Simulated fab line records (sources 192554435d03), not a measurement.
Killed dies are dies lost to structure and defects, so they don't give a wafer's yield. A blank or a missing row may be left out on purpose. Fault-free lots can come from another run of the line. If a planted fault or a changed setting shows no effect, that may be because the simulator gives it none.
Split-lot study ; flow n5-finfet ; 39 wafers read across 7 lots, on a route 1938 steps long

## THE SPLIT ITSELF
At N5_FIN_SAQP_HM_DEP_03 (deposits SiNx from SiH4/NH3/N2, target thk 38 nm, time 33.6 s), the setting target-thk-a was moved away from the recipe's 380 angstrom on 18 of the 39 wafers read, by -33.4% to +51.4%. This setting was run at the recipe's value on the other wafers.

## FROM THE SPLIT TO THE READING: what the file shows between them, 5 steps
- N5_FIN_SAQP_THK_MEAS_05
- N5_FIN_SAQP_PECVD_47: deposits a-Si from SiH4/He, target thk 45 nm, time 36.3 s
- N5_FIN_SAQP_PECVD_48: deposits SiNx from SiH4/NH3/N2, target thk 25 nm, time 22.1 s
- N5_FIN_SAQP_MANDREL2_REMOVE_60: chemistry HBr/Cl2/O2, target a-Si, stops on SiNx, bt time 10 s
- N5_FIN_SAQP_HM_OPEN_33: chemistry CH3F/O2, target SiNx, target depth 49.4 nm, time 70.6 s

## THE READING
SiNx_of_FIN_SAQP_HM_DEP_03.thk-nm (the simulator's own value, which no gauge read), in nm, at N5_FIN_SAQP_ETCH_34 (etches SiO2 in C4F6/O2, target depth 45 nm, time 15 s). The file does not state a usual value for it. Average 34.4 nm, standard deviation 0.46 nm, over the 21 wafers here run with the recipe.

wafer;tool, chamber at the split;target-thk-a as run, angstrom;against the recipe;SiNx_of_FIN_SAQP_HM_DEP_03.thk-nm, nm;against lot-mates on the recipe
L079.1;pecvd-04, 2;466.4;+22.7%;42.4;+8.3
L079.2;pecvd-04, 1;380;recipe;33.4;-
L079.3;pecvd-04, 1;466.4;+22.7%;42.8;+8.7
L079.4;pecvd-04, 2;466.4;+22.7%;43.6;+9.5
L079.5;pecvd-04, 1;380;recipe;34;-
L079.6;pecvd-04, 2;380;recipe;35;-
L080.1;pecvd-04, 2;299.1;-21.3%;25.6;-8.9
L080.2;pecvd-04, 0;380;recipe;34.4;-
L080.3;pecvd-04, 1;299.1;-21.3%;25.4;-9.1
L080.6;pecvd-04, 1;299.1;-21.3%;25.4;-9.1
L080.4;pecvd-04, 2;380;recipe;34.6;-
L080.5;pecvd-04, 0;380;recipe;34.6;-
L082.1;pecvd-03, 0;253.2;-33.4%;21.6;-13.0
L082.3;pecvd-03, 2;253.2;-33.4%;21.6;-13.0
L082.2;pecvd-03, 1;380;recipe;34;-
L082.4;pecvd-03, 1;380;recipe;35;-
L082.5;pecvd-03, 2;253.2;-33.4%;21.8;-12.8
L082.6;pecvd-03, 0;380;recipe;34.8;-
L090.3;pecvd-01, 2;380;recipe;34.4;-
L090.5;pecvd-01, 0;380;recipe;35.2;-
L090.6;pecvd-01, 2;380;recipe;34.8;-
L091.1;pecvd-04, 1;267.5;-29.6%;22.6;-11.3
L091.2;pecvd-04, 0;380;recipe;33.8;-
L091.3;pecvd-04, 0;267.5;-29.6%;23.6;-10.3
L091.4;pecvd-04, 1;380;recipe;34;-
L091.6;pecvd-04, 1;380;recipe;34;-
L091.5;pecvd-04, 0;267.5;-29.6%;23;-10.9
L093.1;pecvd-01, 0;380;recipe;34.8;-
L093.2;pecvd-01, 1;456.1;+20.0%;41.8;+7.3
L093.3;pecvd-01, 2;456.1;+20.0%;41.2;+6.7
L093.4;pecvd-01, 1;380;recipe;34.2;-
L093.5;pecvd-01, 0;456.1;+20.0%;42.8;+8.3
L093.6;pecvd-01, 2;380;recipe;34.6;-
L096.1;pecvd-04, 0;380;recipe;34.6;-
L096.2;pecvd-04, 2;380;recipe;34;-
L096.4;pecvd-04, 1;380;recipe;34;-
L096.3;pecvd-04, 1;575.5;+51.4%;53.2;+19.0
L096.5;pecvd-04, 0;575.5;+51.4%;54.6;+20.4
L096.6;pecvd-04, 2;575.5;+51.4%;54.2;+20.0

THE FIT
A straight line over all 39 wafers: SiNx_of_FIN_SAQP_HM_DEP_03.thk-nm changes by +0.384 nm for each +1% of target-thk-a; r = +1.00; the points scatter about the line by 0.51 nm.
The same after taking each lot's own level away (the mean of its wafers on the recipe; 39 wafers): +0.385 nm for each +1%; r = +1.00; scatter 0.51 nm.
On that fit, the largest move of target-thk-a shifts the reading by 20 nm.
Across the lots, their own levels run from 33.93 to 34.80 nm, a range of 1.9 times the standard deviation given above.
The two slopes agree, so the slope changes little with the lot-to-lot level.
Check: for one of the wafers moved furthest among these (+51.4%), held out of the fit, the line's prediction against its lot-mates is +19.9 nm. Against them it came out at +19 nm.

## THE WHOLE CHAIN: every reading that the file lists as answering this split, in the file's order
step;what it does;reading;change (the file's fit);r (the file's)
N5_FIN_SAQP_HM_DEP_03;deposits SiNx from SiH4/NH3/N2, target thk 38 nm, time 33.6 s;SiNx_of_FIN_SAQP_HM_DEP_03.thk-nm (the simulator's own value, which no gauge read);+0.384 nm for each +1% of the setting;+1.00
N5_FIN_SAQP_THK_MEAS_05;;thk-nm;withheld for each +1% of the setting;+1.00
N5_FIN_SAQP_HM_OPEN_33;chemistry CH3F/O2, target SiNx, target depth 49.4 nm, time 70.6 s;etch-rf-on-time-s;withheld for each +1% of the setting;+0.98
N5_FIN_SAQP_HM_OPEN_33;chemistry CH3F/O2, target SiNx, target depth 49.4 nm, time 70.6 s;etch.depth-nm (the simulator's own value, which no gauge read);+0.384 nm for each +1% of the setting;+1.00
N5_FIN_SAQP_ETCH_34;etches SiO2 in C4F6/O2, target depth 45 nm, time 15 s;SiNx_of_FIN_SAQP_HM_DEP_03.thk-nm (the simulator's own value, which no gauge read);+0.385 nm for each +1% of the setting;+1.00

## FILE'S OWN FIT
SiNx_of_FIN_SAQP_HM_DEP_03.thk-nm changes by +0.385 nm for each +1% of target-thk-a, r = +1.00.
